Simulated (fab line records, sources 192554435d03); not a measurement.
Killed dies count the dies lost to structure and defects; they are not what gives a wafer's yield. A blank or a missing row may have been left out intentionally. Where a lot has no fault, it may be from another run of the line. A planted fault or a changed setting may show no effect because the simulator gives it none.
Which tool did it? + flow n5Finfet + 11 lots, 33 wafers sampled, at 6 steps of a route of 1938

WHAT THE GAUGES READ, wafer by wafer
N5_DUMMY_GATE_CD_MEAS_24: the cd target is 15 nm.
| lot  | measured    | on       | cdNm (nm)      |
|------|-------------|----------|----------------|
| L075 | day 3 09:47 | cdSem-02 | 15.2 14.4 15.1 |
| L077 | day 3 23:25 | cdSem-02 | 14.8 14.7 14.7 |
| L079 | day 4 06:06 | cdSem-02 | 15.4 16.2 14.5 |
| L081 | day 4 16:35 | cdSem-01 | 14.5 15.8 15.0 |
| L083 | day 5 07:00 | cdSem-01 | 14.2 14.3 14.5 |
| L085 | day 5 22:07 | cdSem-02 | 15.5 14.2 15.3 |
| L087 | day 6 07:21 | cdSem-02 | 15.9 14.3 15.1 |
| L090 | day 6 21:56 | cdSem-01 | 15.1 14.6 15.7 |
| L092 | day 7 10:50 | cdSem-02 | 16.6 13.6 15.8 |
| L094 | day 8 00:26 | cdSem-01 | 15.9 14.7 14.8 |
| L096 | day 8 10:47 | cdSem-02 | 15.5 14.6 15.3 |

TOOL THAT RAN EACH LOT (tool first, then ch and the chambers of the sampled wafers, then the start)
| lot  | N5_PMOS_HMC_CHANNEL_EPI_DESCUM_14 | N5_FIN_SAQP_ETCH_65            | N5_FIN_CUT_ETCH_30               | N5_FIN_CUT_CUT_ETCH_28         | N5_DUMMY_GATE_ETCH_44          |
|------|-----------------------------------|--------------------------------|----------------------------------|--------------------------------|--------------------------------|
| L075 | rieDiel-03 ch 0,2,3, day 1 23:20  | rieSi-02 ch 0,1,2, day 2 05:49 | rieDiel-01 ch 0,2,3, day 2 08:31 | rieSi-04 ch 0,3, day 2 09:13   | rieSi-04 ch 0,1,2, day 3 09:40 |
| L077 | rieDiel-01 ch 0,3, day 2 11:17    | rieSi-01 ch 1,2,3, day 2 18:43 | rieDiel-04 ch 0,2, day 2 21:31   | rieSi-04 ch 0,3, day 2 22:13   | rieSi-04 ch 0,1, day 3 23:18   |
| L079 | rieDiel-04 ch 0,1,3, day 2 23:19  | rieSi-02 ch 0,2,3, day 3 05:38 | rieDiel-04 ch 1,2,3, day 3 09:08 | rieSi-05 ch 1,2,3, day 3 09:47 | rieSi-06 ch 0,1,3, day 4 05:59 |
| L081 | rieDiel-01 ch 0,2,3, day 3 11:17  | rieSi-03 ch 1,2,3, day 3 18:08 | rieDiel-03 ch 0,3, day 3 20:42   | rieSi-04 ch 1,2,3, day 3 21:21 | rieSi-05 ch 1,2, day 4 16:29   |
| L083 | rieDiel-03 ch 0,2, day 3 23:47    | rieSi-01 ch 0,1,3, day 4 06:18 | rieDiel-03 ch 0,1,2, day 4 09:19 | rieSi-04 ch 0,2, day 4 09:58   | rieSi-06 ch 0,2,3, day 5 06:53 |
| L085 | rieDiel-03 ch 1,2, day 4 11:44    | rieSi-03 ch 0,2, day 4 21:59   | rieDiel-03 ch 1,2, day 5 02:07   | rieSi-05 ch 1,3, day 5 02:46   | rieSi-04 ch 0,2,3, day 5 22:00 |
| L087 | rieDiel-03 ch 1,2,3, day 4 23:22  | rieSi-01 ch 1,2,3, day 5 05:50 | rieDiel-01 ch 0,3, day 5 08:39   | rieSi-05 ch 0,1,3, day 5 09:18 | rieSi-04 ch 0,1,3, day 6 07:14 |
| L090 | rieDiel-01 ch 1,3, day 5 17:35    | rieSi-03 ch 0,1, day 5 23:59   | rieDiel-03 ch 0,1,2, day 6 02:36 | rieSi-05 ch 0,2,3, day 6 03:15 | rieSi-04 ch 0,3, day 6 21:49   |
| L092 | rieDiel-01 ch 1,2,3, day 6 06:11  | rieSi-01 ch 1,2, day 6 12:44   | rieDiel-04 ch 1,2,3, day 6 15:24 | rieSi-06 ch 1,3, day 6 16:03   | rieSi-05 ch 0,2, day 7 10:44   |
| L094 | rieDiel-04 ch 1,2, day 6 17:28    | rieSi-03 ch 0,1,3, day 7 01:48 | rieDiel-01 ch 0,1,2, day 7 04:14 | rieSi-04 ch 1,3, day 7 04:53   | rieSi-05 ch 2,3, day 8 00:19   |
| L096 | rieDiel-03 ch 0,2,3, day 7 05:34  | rieSi-03 ch 1,2,3, day 7 11:58 | rieDiel-04 ch 2,3, day 7 14:36   | rieSi-05 ch 1,2, day 7 15:15   | rieSi-06 ch 0,2,3, day 8 10:40 |
- N5_PMOS_HMC_CHANNEL_EPI_DESCUM_14: chemistry O2, time 7.9 s.
- N5_FIN_SAQP_ETCH_65: etches SiO2 in CF4, target depth 4 nm, time 4.4 s.
- N5_FIN_CUT_ETCH_30: etches underlayer in N2/H2, target depth 13 nm, time 10.4 s.
- N5_FIN_CUT_CUT_ETCH_28: etches Si in HBr/Cl2/O2, target depth 6 nm, time 2.4 s.
- N5_DUMMY_GATE_ETCH_44: etches poly-Si in HBr/O2, stops on SiO2, target depth 127.5 nm.

THE ANSWER, worked out from the rows above alone
Rule: the lots themselves supply what counts as usual. Put in order of their means at a reading, lots are off if they are a third of the lots or fewer, leave a main group of 4 or more, and stand apart from it by a gap of 3 or more times the standard deviation of the main group's means; of several such gaps the widest counts. The tables above print the reading to a certain number of digits; a main group whose means all agree to those digits is not used. Also off: a lot with no number at a reading for which 4 or more lots have one. The other lots that the step has rows for count as sound.
Nothing can be told from this: no lot is off at any reading shown.

WHAT THE SIMULATOR PUT IN
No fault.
